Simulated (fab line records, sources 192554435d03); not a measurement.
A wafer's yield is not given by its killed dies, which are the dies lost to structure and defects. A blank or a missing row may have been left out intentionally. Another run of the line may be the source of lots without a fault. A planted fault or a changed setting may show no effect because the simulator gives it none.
What tool caused it? / flow n5_finfet / 10 lots, 30 wafers sampled, at 4 steps of a route of 1938

## WHAT EACH GAUGE READ, for each wafer
N5_BEOL_M4_INSPECT_59: inspects for defects (darkfield).
lot=L223; measured=day 8 01:22; on=defect_inspect-02; raw_defect_count=68 75 93
lot=L224; measured=day 8 10:35; on=defect_inspect-02; raw_defect_count=129 73 105
lot=L226; measured=day 9 01:05; on=defect_inspect-01; raw_defect_count=87 88 54
lot=L239; measured=day 12 05:25; on=defect_inspect-01; raw_defect_count=87 98 100
lot=L240; measured=day 12 15:41; on=defect_inspect-01; raw_defect_count=65 38 37
lot=L241; measured=day 13 23:52; on=defect_inspect-02; raw_defect_count=71 90 78
lot=L242; measured=day 12 11:06; on=defect_inspect-02; raw_defect_count=68 83 83
lot=L243; measured=day 13 20:54; on=defect_inspect-02; raw_defect_count=111 129 112
lot=L244; measured=day 14 02:38; on=defect_inspect-01; raw_defect_count=61 113 190
lot=L246; measured=day 14 04:58; on=defect_inspect-02; raw_defect_count=68 80 77

## WHAT TOOL EACH LOT RAN ON (gives the tool, then ch and the chambers of the sampled wafers, and finally the start)
lot=L223; N5_ZERO_LAYER_PECVD_02=pecvd-01 ch 0,1, day 1 12:17; N5_BEOL_M4_ANNEAL_91=pvd_sputter-02, day 7 23:43; N5_BEOL_M4_SPUTTER_96=pvd_sputter-02, day 8 00:18
lot=L224; N5_ZERO_LAYER_PECVD_02=pecvd-03 ch 0,1,2, day 1 18:17; N5_BEOL_M4_ANNEAL_91=pvd_sputter-02, day 8 08:55; N5_BEOL_M4_SPUTTER_96=pvd_sputter-02, day 8 09:30
lot=L226; N5_ZERO_LAYER_PECVD_02=pecvd-03 ch 0,1, day 2 06:17; N5_BEOL_M4_ANNEAL_91=pvd_sputter-01, day 8 23:23; N5_BEOL_M4_SPUTTER_96=pvd_sputter-01, day 8 23:58
lot=L239; N5_ZERO_LAYER_PECVD_02=pecvd-01 ch 0,2, day 5 12:17; N5_BEOL_M4_ANNEAL_91=pvd_sputter-02, day 12 03:19; N5_BEOL_M4_SPUTTER_96=pvd_sputter-02, day 12 03:54
lot=L240; N5_ZERO_LAYER_PECVD_02=pecvd-04 ch 1,2, day 5 18:18; N5_BEOL_M4_ANNEAL_91=pvd_sputter-03, day 12 14:02; N5_BEOL_M4_SPUTTER_96=pvd_sputter-03, day 12 14:37
lot=L241; N5_ZERO_LAYER_PECVD_02=pecvd-03 ch 0,1, day 6 00:17; N5_BEOL_M4_ANNEAL_91=pvd_sputter-03, day 13 22:08; N5_BEOL_M4_SPUTTER_96=pvd_sputter-03, day 13 22:43
lot=L242; N5_ZERO_LAYER_PECVD_02=pecvd-03 ch 0,1, day 6 06:17; N5_BEOL_M4_ANNEAL_91=pvd_sputter-03, day 12 09:23; N5_BEOL_M4_SPUTTER_96=pvd_sputter-03, day 12 09:58
lot=L243; N5_ZERO_LAYER_PECVD_02=pecvd-04 ch 0,1,2, day 6 12:18; N5_BEOL_M4_ANNEAL_91=pvd_sputter-02, day 13 18:49; N5_BEOL_M4_SPUTTER_96=pvd_sputter-02, day 13 19:24
lot=L244; N5_ZERO_LAYER_PECVD_02=pecvd-03 ch 1,2, day 6 18:17; N5_BEOL_M4_ANNEAL_91=pvd_sputter-01, day 14 00:52; N5_BEOL_M4_SPUTTER_96=pvd_sputter-01, day 14 01:26
lot=L246; N5_ZERO_LAYER_PECVD_02=pecvd-03 ch 0,2, day 7 06:19; N5_BEOL_M4_ANNEAL_91=pvd_sputter-03, day 14 03:19; N5_BEOL_M4_SPUTTER_96=pvd_sputter-03, day 14 03:53
- N5_ZERO_LAYER_PECVD_02: deposits SiO2 from SiH4/N2O, target thk 10 nm, time 6 s.
- N5_BEOL_M4_ANNEAL_91: time 240 s.
- N5_BEOL_M4_SPUTTER_96: material Cu, target thk 4.5 nm, time 8.29 s.

## THE ANSWER, worked out from the rows above alone
Rule: what is usual is taken from the lots themselves. Put in order of their means at a reading, lots are off if they are a third of the lots or fewer, leave a main group of 4 or more, and stand apart from it by a gap of 3 or more times the standard deviation of the main group's means; of several such gaps the widest counts. Not used: any main group whose means are identical at the precision the tables above print for the reading. Also off: a lot with no number at a reading for which 4 or more lots have one. The other lots that the step has rows for count as sound.
No lot is off on any of the readings shown, so nothing can be concluded from this.

## WHAT THE SIMULATOR HAD INSERTED
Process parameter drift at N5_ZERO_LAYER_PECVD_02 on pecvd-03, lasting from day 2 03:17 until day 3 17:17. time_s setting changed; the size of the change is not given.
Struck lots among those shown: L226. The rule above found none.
